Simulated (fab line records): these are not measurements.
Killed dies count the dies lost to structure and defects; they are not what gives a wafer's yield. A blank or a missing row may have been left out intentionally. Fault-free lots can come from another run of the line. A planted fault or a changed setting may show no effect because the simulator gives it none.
Matching of chambers || flow nand_harc || cmp-03 running NHARC_A_CHANNEL_FILL_D2_CMP_10: 4 sister chambers
The step polishes, target thk 150 nm. 4 wafers are shown with their chamber, then 9 later ones without.

== WAFERS WITH THEIR CHAMBER ==
{"wafer": "L084.5", "chamber": 2, "motor_current_A (A)": 14.5}
{"wafer": "L084.6", "chamber": 1, "motor_current_A (A)": 11.7}
{"wafer": "L088.4", "chamber": 3, "motor_current_A (A)": 12.6}
{"wafer": "L088.5", "chamber": 0, "motor_current_A (A)": 11.8}

== WAFERS WITHOUT THEIR CHAMBER ==
{"wafer": "L091.3", "motor_current_A (A)": 12.4}
{"wafer": "L091.4", "motor_current_A (A)": 14.5}
{"wafer": "L091.6", "motor_current_A (A)": 14.1}
{"wafer": "L094.2", "motor_current_A (A)": 11.9}
{"wafer": "L094.4", "motor_current_A (A)": 11.9}
{"wafer": "L094.6", "motor_current_A (A)": 12.6}
{"wafer": "L097.2", "motor_current_A (A)": 14.5}
{"wafer": "L097.4", "motor_current_A (A)": 12.3}
{"wafer": "L097.6", "motor_current_A (A)": 13.8}

== CHAMBER TAKEN BY EACH ==
{"wafer": "L091.3", "from the rows above": "can't be placed: 3 or 0 or 1", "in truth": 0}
{"wafer": "L091.4", "from the rows above": 2, "in truth": 2}
{"wafer": "L091.6", "from the rows above": 2, "in truth": 2}
{"wafer": "L094.2", "from the rows above": "can't be placed: 0 or 1", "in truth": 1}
{"wafer": "L094.4", "from the rows above": "can't be placed: 0 or 1", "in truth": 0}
{"wafer": "L094.6", "from the rows above": 3, "in truth": 3}
{"wafer": "L097.2", "from the rows above": 2, "in truth": 2}
{"wafer": "L097.4", "from the rows above": "can't be placed: 3 or 0 or 1", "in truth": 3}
{"wafer": "L097.6", "from the rows above": "can't be placed: 2 or 3", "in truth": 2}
Placed correctly: 4 of 9. From these rows, 5 cannot be placed; in 5 the true chamber is one of the candidates. Wrongly placed: 0.
How it was worked out, from the rows above alone: a wafer's distance from a chamber is the root of the sum, over the readings, of the square of ((its reading less the chamber's mean) divided by the reading's scatter). If the next closest chamber is less than 2 further off than the closest, the wafer can't be placed; otherwise it belongs to the closest. A chamber's mean is the mean of its shown wafers. The scatter (one wafer shown for each chamber): square how far every hidden wafer sits from the nearest shown wafer, average those squares and take the square root.
